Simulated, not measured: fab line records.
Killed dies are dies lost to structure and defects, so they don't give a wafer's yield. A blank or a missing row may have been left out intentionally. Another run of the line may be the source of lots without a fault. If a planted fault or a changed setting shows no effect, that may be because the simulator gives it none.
Lot-split experiment | flow n5 finfet | 21 wafers read across 7 lots, on a route 1938 steps long

ABOUT THE SPLIT
At N5_BEOL_M11_TRENCH_ETCH_37 (etches SiCOH lowk in C4F6/O2, target depth 148.83 nm, time 48 s), the setting bias w was moved away from the recipe's 185 W on 7 of the 21 wafers read, by -13.0% to +14.2%. For the rest of the wafers, this setting stayed at what the recipe calls for.

The reading is taken at the split's own step.

THE READING
rf vpp V, in V, at N5_BEOL_M11_TRENCH_ETCH_37 (etches SiCOH lowk in C4F6/O2, target depth 148.83 nm, time 48 s). A value of 665 V with a standard deviation of 9.6 V is what fault-free wafers of this fab line usually give.

wafer  | tool, chamber at the split | bias w as run, W | against the recipe | rf vpp V, V | against lot-mates on the recipe
L074.1 | rie diel-01, 1             | 185              | recipe             | 666         | -
L074.4 | rie diel-01, 0             | 161              | -13.0%             | 595         | -71
L074.6 | rie diel-01, 0             | 185              | recipe             | 666         | -
L077.1 | rie diel-06, 0             | 185              | recipe             | 655         | -
L077.3 | rie diel-06, 3             | 185              | recipe             | 665         | -
L077.5 | rie diel-06, 0             | 185              | recipe             | 654         | -
L079.1 | rie diel-06, 3             | 185              | recipe             | 666         | -
L079.3 | rie diel-06, 2             | 185              | recipe             | 653         | -
L079.4 | rie diel-06, 3             | 185              | recipe             | 665         | -
L081.1 | rie diel-06, 0             | 185              | recipe             | 652         | -
L081.3 | rie diel-06, 2             | 162.5            | -12.2%             | 590         | -62
L081.6 | rie diel-06, 3             | 162.5            | -12.2%             | 600         | -52
L087.1 | rie diel-01, 3             | 185              | recipe             | 662         | -
L087.2 | rie diel-01, 2             | 211.3            | +14.2%             | 745         | +83
L087.3 | rie diel-01, 0             | 211.3            | +14.2%             | 739         | +77
L088.2 | rie diel-06, 0             | 185              | recipe             | 656         | -
L088.3 | rie diel-06, 1             | 185              | recipe             | 655         | -
L088.6 | rie diel-06, 0             | 185              | recipe             | 654         | -
L092.1 | rie diel-01, 3             | 168.5            | -8.9%              | 613         | -48
L092.5 | rie diel-01, 3             | 185              | recipe             | 661         | -
L092.6 | rie diel-01, 2             | 168.5            | -8.9%              | 623         | -38

FIT RESULTS
A straight line over all 21 wafers: rf vpp V changes by +5.38 V for each +1% of bias w; r = +0.99; the points scatter about the line by 5.9 V.
The same after taking each lot's own level away (the mean of its wafers on the recipe; 21 wafers): +5.24 V for each +1%; r = +0.99; scatter 4.9 V.
The reading moves by 75 V for the largest change in bias w, on that fit.
The span of the lots' own levels, 652.0 to 666.0 V, comes to 1.5 times the standard deviation stated above.
The two slopes are in agreement: the lot-to-lot level therefore moves the slope only a little.
Check: +73 V against its lot-mates is what the line predicts for one of the wafers moved furthest among these (+14.2%) when that wafer is left out of the fit. Against them it came out at +83 V.
Tool readings at the split's step, against how far the setting was moved: rf vpp V r = +0.99.

OTHER SPLITS APPLIED TO THESE WAFERS
Note: prior to the reading, these wafers also went through further splits. Each is held against what the fit with the lots' levels taken away leaves over:
other split on the same wafers | wafers away from the commonest value | r with rf vpp V (lot level and that fit taken away)
N5_BEOL_M11_EXPOSE_08 dose mj  | 5                                    | +0.53
N5_BEOL_M11_ETCH_66 time s     | 4                                    | -0.05

FILE'S OWN FIT
rf vpp V changes by +5.24 V for each +1% of bias w, r = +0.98.
